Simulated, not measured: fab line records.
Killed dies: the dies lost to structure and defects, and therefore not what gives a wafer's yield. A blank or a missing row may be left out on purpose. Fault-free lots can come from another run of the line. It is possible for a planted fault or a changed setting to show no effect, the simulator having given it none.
Split-lot experiment / flow n5Finfet / 21 wafers read across 7 lots, on a route 1938 steps long

THE SPLIT ITSELF
At N5_BEOL_M12_ILD_DEP_00 (deposits SiOC from DEMS/O2, target thk 658.92 nm, time 130.7 s), the setting timeS was moved away from the recipe's 130.7 s on 8 of the 21 wafers read, by -14.7% to +14.2%. All remaining wafers had this setting at the recipe value.

There is no step in the file separating the split from the reading.

THE READING
Values of M12_ILD_THK in nm from N5_BEOL_M12_THK_MEAS_01. A value of 659 nm with a standard deviation of 8.9 nm is what fault-free wafers of this fab line usually give.

wafer=L075.1; tool, chamber at the split=pecvd-03, 2; timeS as run, s=130.7; against the recipe=recipe; M12_ILD_THK, nm=645; against lot-mates on the recipe=-
wafer=L075.3; tool, chamber at the split=pecvd-03, 0; timeS as run, s=130.7; against the recipe=recipe; M12_ILD_THK, nm=648; against lot-mates on the recipe=-
wafer=L075.4; tool, chamber at the split=pecvd-03, 0; timeS as run, s=130.7; against the recipe=recipe; M12_ILD_THK, nm=658; against lot-mates on the recipe=-
wafer=L078.1; tool, chamber at the split=pecvd-04, 1; timeS as run, s=130.7; against the recipe=recipe; M12_ILD_THK, nm=652; against lot-mates on the recipe=-
wafer=L078.2; tool, chamber at the split=pecvd-04, 0; timeS as run, s=130.7; against the recipe=recipe; M12_ILD_THK, nm=649; against lot-mates on the recipe=-
wafer=L078.6; tool, chamber at the split=pecvd-04, 2; timeS as run, s=111.5; against the recipe=-14.7%; M12_ILD_THK, nm=571; against lot-mates on the recipe=-80
wafer=L085.1; tool, chamber at the split=pecvd-04, 1; timeS as run, s=149.3; against the recipe=+14.2%; M12_ILD_THK, nm=744; against lot-mates on the recipe=+81
wafer=L085.5; tool, chamber at the split=pecvd-04, 2; timeS as run, s=130.7; against the recipe=recipe; M12_ILD_THK, nm=663; against lot-mates on the recipe=-
wafer=L085.6; tool, chamber at the split=pecvd-04, 1; timeS as run, s=149.3; against the recipe=+14.2%; M12_ILD_THK, nm=760; against lot-mates on the recipe=+97
wafer=L087.3; tool, chamber at the split=pecvd-03, 0; timeS as run, s=146.2; against the recipe=+11.9%; M12_ILD_THK, nm=716; against lot-mates on the recipe=+64
wafer=L087.4; tool, chamber at the split=pecvd-03, 1; timeS as run, s=146.2; against the recipe=+11.9%; M12_ILD_THK, nm=730; against lot-mates on the recipe=+78
wafer=L087.6; tool, chamber at the split=pecvd-03, 0; timeS as run, s=130.7; against the recipe=recipe; M12_ILD_THK, nm=652; against lot-mates on the recipe=-
wafer=L093.3; tool, chamber at the split=pecvd-03, 2; timeS as run, s=119.3; against the recipe=-8.7%; M12_ILD_THK, nm=595; against lot-mates on the recipe=-59
wafer=L093.4; tool, chamber at the split=pecvd-03, 0; timeS as run, s=130.7; against the recipe=recipe; M12_ILD_THK, nm=654; against lot-mates on the recipe=-
wafer=L093.6; tool, chamber at the split=pecvd-03, 0; timeS as run, s=119.3; against the recipe=-8.7%; M12_ILD_THK, nm=597; against lot-mates on the recipe=-57
wafer=L097.3; tool, chamber at the split=pecvd-04, 2; timeS as run, s=130.7; against the recipe=recipe; M12_ILD_THK, nm=656; against lot-mates on the recipe=-
wafer=L097.5; tool, chamber at the split=pecvd-04, 0; timeS as run, s=130.7; against the recipe=recipe; M12_ILD_THK, nm=662; against lot-mates on the recipe=-
wafer=L097.6; tool, chamber at the split=pecvd-04, 2; timeS as run, s=130.7; against the recipe=recipe; M12_ILD_THK, nm=666; against lot-mates on the recipe=-
wafer=L092.1; tool, chamber at the split=pecvd-01, 2; timeS as run, s=144.3; against the recipe=+10.4%; M12_ILD_THK, nm=728; against lot-mates on the recipe=+66
wafer=L092.3; tool, chamber at the split=pecvd-01, 1; timeS as run, s=130.7; against the recipe=recipe; M12_ILD_THK, nm=652; against lot-mates on the recipe=-
wafer=L092.6; tool, chamber at the split=pecvd-01, 0; timeS as run, s=130.7; against the recipe=recipe; M12_ILD_THK, nm=672; against lot-mates on the recipe=-

THE FIT
A straight line over all 21 wafers: M12_ILD_THK changes by +6.33 nm for each +1% of timeS; r = +0.99; the points scatter about the line by 8.3 nm.
The same after taking each lot's own level away (the mean of its wafers on the recipe; 21 wafers): +6.09 nm for each +1%; r = +0.99; scatter 6.3 nm.
The reading moves by 89 nm for the largest change in timeS, on that fit.
The span of the lots' own levels, 650.3 to 663.0 nm, comes to 1.4 times the standard deviation stated above.
The two slopes agree, so the slope changes little with the lot-to-lot level.
Check: -92.9 nm against its lot-mates is what the line predicts for one of the wafers moved furthest among these (-14.7%) when that wafer is left out of the fit. It came out at -79.5 nm against them.

OTHER SPLITS ON THESE WAFERS
These wafers also went through other splits before the reading. Each is held against what the fit with the lots' levels taken away leaves over:
other split on the same wafers=N5_BEOL_M11_COAT_59 spinRpm; wafers away from the commonest value=7; r with M12_ILD_THK (lot level and that fit taken away)=+0.04
other split on the same wafers=N5_BEOL_M11_DEP_56 timeS; wafers away from the commonest value=10; r with M12_ILD_THK (lot level and that fit taken away)=-0.12

THE WHOLE CHAIN: every reading that the file lists as answering this split, in the file's order
step=N5_BEOL_M12_ILD_DEP_00; what it does=deposits SiOC from DEMS/O2, target thk 658.92 nm, time 130.7 s; reading=SiOC_of_BEOL_M12_ILD_DEP_00.thkNm (the simulator's own value, which no gauge read); change (the file's fit)=+6.01 nm for each +1% of the setting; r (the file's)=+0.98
step=N5_BEOL_M12_THK_MEAS_01; what it does=; reading=M12_ILD_THK; change (the file's fit)=+6.02 for each +1% of the setting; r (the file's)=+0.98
step=N5_BEOL_M12_VIA_ETCH_16; what it does=etches SiOC in C4F8/O2/Ar, target depth 724.8 nm; reading=etch.depthNm (the simulator's own value, which no gauge read); change (the file's fit)=+6.01 nm for each +1% of the setting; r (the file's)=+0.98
step=N5_BEOL_M12_VIA_ETCH_16; what it does=etches SiOC in C4F8/O2/Ar, target depth 724.8 nm; reading=coat_of_BEOL_M12_COAT_04.thkNm (the simulator's own value, which no gauge read); change (the file's fit)=-1.78 nm for each +1% of the setting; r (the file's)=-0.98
step=N5_BEOL_M12_STRIP_63; what it does=strips in N2/H2; reading=stripTimeToEndpointS; change (the file's fit)=withheld for each +1% of the setting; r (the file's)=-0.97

THE FILE'S OWN FIT
M12_ILD_THK changes by +6.02 nm for each +1% of timeS, r = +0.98.
